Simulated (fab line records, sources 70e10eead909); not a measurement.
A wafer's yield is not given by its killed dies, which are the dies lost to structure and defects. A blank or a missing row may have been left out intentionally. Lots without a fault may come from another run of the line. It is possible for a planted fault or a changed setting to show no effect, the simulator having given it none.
The tool behind it: which one?	flow nandHarc	33 wafers from 11 lots sampled at 5 of the route's 1302 steps

## WHAT THE GAUGES READ, wafer by wafer
NHARC_END_SORT_01.
lot	measured	on	defectLimitedYield (%)	killedAtArray	killedAtOther	killedAtPeriphery	killedDies	killedOpen	killedShort	sort_bin_2_pct (%)	sort_bin_3_pct (%)	sort_bin_4_pct (%)	sortNPass	sortRimYieldPct (%)	sortYieldPct (%)
L309	day 31 12:11	prober-01	86.6	87	0	4	91	3	3	5.2	0.1	8.1	586	96	86.6
L311	day 32 01:34	prober-02	86.0 89.2 0	89 72 82	1 0 590	5 1 5	95 73 677	5 0 5	8 4 6	4.7 3.5 90.8	1.0 1.5 1.6	8.3 5.8 7.5	582 604 0	94 87 0	86.0 89.2 0
L312	day 32 08:37	prober-01	0 0 95.0	60 28 32	611 644 0	6 5 2	677 677 34	4 1 2	1 2 1	94.2 97.0 2.1	0.7 0.3 0.1	5.0 2.7 2.8	0 0 643	0 0 88	0 0 95.0

## WHAT TOOL EACH LOT RAN ON (gives the tool, then ch and the chambers of the sampled wafers, and finally the start)
lot	NHARC_A_BONDPAD_ETCH_24	NHARC_A_BONDPAD_PVD_27	NHARC_HYBRID_BOND_ACTIVATE_00	NHARC_THIN_TSV_ECD_20
L292	rieDiel-06 ch 0,1,3, day 23 00:01 or earlier	pvdSputter-01, day 23 00:01 or earlier	rieDiel-03 ch 2,3, day 23 00:01	ecdCu-01 ch 0,1, day 23 14:52
L294	rieDiel-06 ch 0,1,3, day 23 15:20 or earlier	pvdSputter-01, day 23 15:20 or earlier	rieDiel-03 ch 0,2,3, day 23 15:20	ecdCu-01 ch 1, day 24 08:59
L296	rieDiel-05 ch 0,1,3, day 25 01:33 or earlier	pvdSputter-03, day 25 01:33 or earlier	rieDiel-03 ch 0,1,2, day 25 01:33	ecdCu-02 ch 0,1, day 26 12:44
L300	rieDiel-06 ch 2,3, day 25 23:26 or earlier	pvdSputter-03, day 25 23:26 or earlier	rieDiel-01 ch 0,2, day 25 23:26	ecdCu-01 ch 0,1, day 26 17:49
L298	rieDiel-05 ch 0,2, day 26 04:31	pvdSputter-03, day 26 06:38 or earlier	rieDiel-01 ch 0,2,3, day 26 06:38	ecdCu-02 ch 0,1, day 26 22:23
L302	rieDiel-05 ch 0,1,3, day 27 04:50 or earlier	pvdSputter-01, day 27 04:50 or earlier	rieDiel-03 ch 1,2,3, day 27 04:50	ecdCu-02 ch 0,1, day 28 05:51
L304	rieDiel-13 ch 1,2,3, day 27 23:47 or earlier	pvdSputter-01, day 27 23:47 or earlier	rieDiel-07 ch 0,1,3, day 27 23:47	ecdCu-02 ch 0,1, day 28 15:58
L305	rieDiel-13 ch 1,2, day 28 13:07 or earlier	pvdSputter-02, day 28 13:07 or earlier	rieDiel-03 ch 1,2,3, day 28 13:07	ecdCu-01 ch 0,1, day 29 05:25
L309	rieDiel-05 ch 0,1,2, day 30 03:12 or earlier	pvdSputter-03, day 30 03:12 or earlier	rieDiel-03 ch 0,2,3, day 30 03:12	ecdCu-01 ch 0,1, day 31 00:54
L311	rieDiel-06 ch 2,3, day 30 20:55 or earlier	pvdSputter-03, day 30 20:55 or earlier	rieDiel-03 ch 0,1, day 30 20:55	ecdCu-01 ch 0,1, day 31 12:34
L312	rieDiel-06 ch 0,2, day 31 05:14 or earlier	pvdSputter-01, day 31 05:14 or earlier	rieDiel-03 ch 0,2,3, day 31 05:14	ecdCu-01 ch 0,1, day 31 20:41
- NHARC_A_BONDPAD_ETCH_24: etches the open film in CF4/N2, target depth 30 nm, time 72.99 s.
- NHARC_A_BONDPAD_PVD_27: deposits Cu, target thk 30 nm, time 20.49 s.
- NHARC_HYBRID_BOND_ACTIVATE_00: chemistry N2, time 60 s.
- NHARC_THIN_TSV_ECD_20: material Cu, target thk 2000 nm.

## WHAT THE TOOLS THEMSELVES READ (means of the sampled wafers that have a number; where no wafer has one, the mark that the record gives instead)
NHARC_A_BONDPAD_ETCH_24.
lot	tool	cf4FlowSccm (sccm)	drypumpMotorCurrentA (A)	mfcArSccm (sccm)	oesProductAu (a.u.)	rfFwdPowerW (W)	rfVppV (V)	showerheadPlenumPTorr (Torr)	throttleValvePct (%)
L292	rieDiel-06	49.97	5.9	150.1	1.005	296.5	315.3	2.68	19.791
L294	rieDiel-06	49.99	5.9	149.7	1.006	297.4	315.3	2.67	19.795
L296	rieDiel-05	49.96	5.7	150.1	1.006	297.2	314.7	2.69	19.797
L300	rieDiel-06	50.09	6.2	149.7	0.997	298.4	314.0	2.60	19.792
L298	rieDiel-05	50.13	5.5	150.3	1.008	297.1	313.9	2.61	19.791
L302	rieDiel-05	50.09	5.7	149.7	1.014	296.5	314.5	2.69	19.806
L304	rieDiel-13	50.05	5.9	150.2	0.986	297.9	313.0	2.54	19.794
L305	rieDiel-13	49.92	5.8	150.3	1.001	296.6	313.3	2.52	19.788
L309	rieDiel-05	50.10	5.8	150.0	1.008	298.5	313.3	2.62	19.797
L311	rieDiel-06	49.71	5.9	149.8	1.007	297.7	313.4	2.53	19.785
L312	rieDiel-06	49.90	5.4	150.3	1.001	299.0	312.5	2.51	19.798

NHARC_A_BONDPAD_PVD_27.
lot	tool	throttleValvePct (%)
L292	pvdSputter-01	30.3
L294	pvdSputter-01	30.3
L296	pvdSputter-03	29.6
L300	pvdSputter-03	30.1
L298	pvdSputter-03	30.0
L302	pvdSputter-01	30.9
L304	pvdSputter-01	30.3
L305	pvdSputter-02	30.5
L309	pvdSputter-03	29.7
L311	pvdSputter-03	29.6
L312	pvdSputter-01	31.0

NHARC_HYBRID_BOND_ACTIVATE_00.
lot	tool	drypumpMotorCurrentA (A)	mfcArSccm (sccm)	oesProductAu (a.u.)	rfVppV (V)	showerheadPlenumPTorr (Torr)
L292	rieDiel-03	6.1	0.000	1.007	64.5	1.69
L294	rieDiel-03	5.9	0.004	1.006	64.1	1.70
L296	rieDiel-03	6.1	0.004	1.006	64.4	1.71
L300	rieDiel-01	5.9	0.007	1.019	64.7	1.70
L298	rieDiel-01	5.7	0.007	1.027	64.3	1.72
L302	rieDiel-03	6.3	0.000	0.991	63.8	1.74
L304	rieDiel-07	5.6	0.010	1.010	64.3	1.78
L305	rieDiel-03	6.2	0.000	0.999	64.1	1.74
L309	rieDiel-03	6.0	0.004	1.005	64.3	1.69
L311	rieDiel-03	6.3	0.004	0.996	64.1	1.75
L312	rieDiel-03	6.0	0.004	0.999	63.5	1.69

## THE ANSWER, worked out from the rows above alone
Rule: the usual values come from the lots themselves. Put in order of their means at a reading, lots are off if they are a third of the lots or fewer, leave a main group of 4 or more, and stand apart from it by a gap of 3 or more times the standard deviation of the main group's means; of several such gaps the widest counts. A main group whose means are all the same, to the digits that the tables above print for the reading, isn't used. A lot without any number at a reading at which 4 lots or more have one is off too. The other lots that the step has rows for count as sound. Order of review: gauges by route order, followed by the tools' own readings, for which a lot's mean as printed above is used. At the first step where some lot is off, the reading lying furthest off is the one used; lots without a number count as furthest.
No lot is off at any reading shown: from this, nothing can be told.

## WHAT THE SIMULATOR HAD INSERTED
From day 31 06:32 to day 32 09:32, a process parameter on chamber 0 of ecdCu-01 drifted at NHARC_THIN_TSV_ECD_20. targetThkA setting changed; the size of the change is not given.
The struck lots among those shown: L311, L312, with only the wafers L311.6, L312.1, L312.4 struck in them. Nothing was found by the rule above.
